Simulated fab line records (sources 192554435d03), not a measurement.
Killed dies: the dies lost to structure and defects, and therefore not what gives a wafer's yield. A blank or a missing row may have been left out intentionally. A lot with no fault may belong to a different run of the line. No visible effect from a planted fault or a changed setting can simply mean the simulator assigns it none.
Chamber matching || flow n5 finfet || 3 sister chambers for N5_BEOL_M7_DEP_56 on pecvd-01
The step deposits SiCN from 3MS/NH3, target thk 10 nm, time 17.5 s. 6 wafers are shown with their chamber, then 7 later ones without.

## EACH WAFER AND ITS CHAMBER
{"wafer": "L081.4", "chamber": 2, "throttle valve pct (%)": 8.2, "rf fwd power W (W)": 199.8}
{"wafer": "L080.1", "chamber": 2, "throttle valve pct (%)": 7.9, "rf fwd power W (W)": 200.6}
{"wafer": "L085.4", "chamber": 1, "throttle valve pct (%)": 8.6, "rf fwd power W (W)": 199.1}
{"wafer": "L085.6", "chamber": 0, "throttle valve pct (%)": 9.1, "rf fwd power W (W)": 199.5}
{"wafer": "L091.1", "chamber": 0, "throttle valve pct (%)": 8.8, "rf fwd power W (W)": 198.5}
{"wafer": "L091.2", "chamber": 1, "throttle valve pct (%)": 8.4, "rf fwd power W (W)": 199.0}

## WAFERS WITHOUT THEIR CHAMBER
{"wafer": "L091.4", "throttle valve pct (%)": 8.9, "rf fwd power W (W)": 198.3}
{"wafer": "L093.2", "throttle valve pct (%)": 8.7, "rf fwd power W (W)": 198.1}
{"wafer": "L093.4", "throttle valve pct (%)": 8.3, "rf fwd power W (W)": 200.1}
{"wafer": "L093.6", "throttle valve pct (%)": 8.7, "rf fwd power W (W)": 197.4}
{"wafer": "L097.1", "throttle valve pct (%)": 8.1, "rf fwd power W (W)": 199.4}
{"wafer": "L097.3", "throttle valve pct (%)": 8.3, "rf fwd power W (W)": 198.3}
{"wafer": "L097.6", "throttle valve pct (%)": 8.6, "rf fwd power W (W)": 197.9}

## EACH ONE'S CHAMBER
{"wafer": "L091.4", "from the rows above": "can't be placed: 0 or 1", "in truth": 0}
{"wafer": "L093.2", "from the rows above": "can't be placed: 1 or 0", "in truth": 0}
{"wafer": "L093.4", "from the rows above": "can't be placed: 2 or 1", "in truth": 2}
{"wafer": "L093.6", "from the rows above": "can't be placed: 1 or 0", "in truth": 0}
{"wafer": "L097.1", "from the rows above": "can't be placed: 2 or 1", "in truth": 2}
{"wafer": "L097.3", "from the rows above": "can't be placed: 1 or 0", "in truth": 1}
{"wafer": "L097.6", "from the rows above": "can't be placed: 1 or 0", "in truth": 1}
Correctly placed: 0 of 7. These rows do not allow placing 7 (true chamber among the candidates in 7). Wrongly placed: 0.
How it was worked out, from the rows above alone: a wafer's distance from a chamber is the root of the sum, over the readings, of the square of ((its reading less the chamber's mean) divided by the reading's scatter). The wafer belongs to the nearest chamber; if the next one is less than 2 further off, it can't be placed. Each chamber's mean is taken over the wafers shown for it. The scatter is the square root of a quotient: the sum, over the shown wafers, of each reading's squared deviation from its chamber's mean, divided by wafers minus chambers.
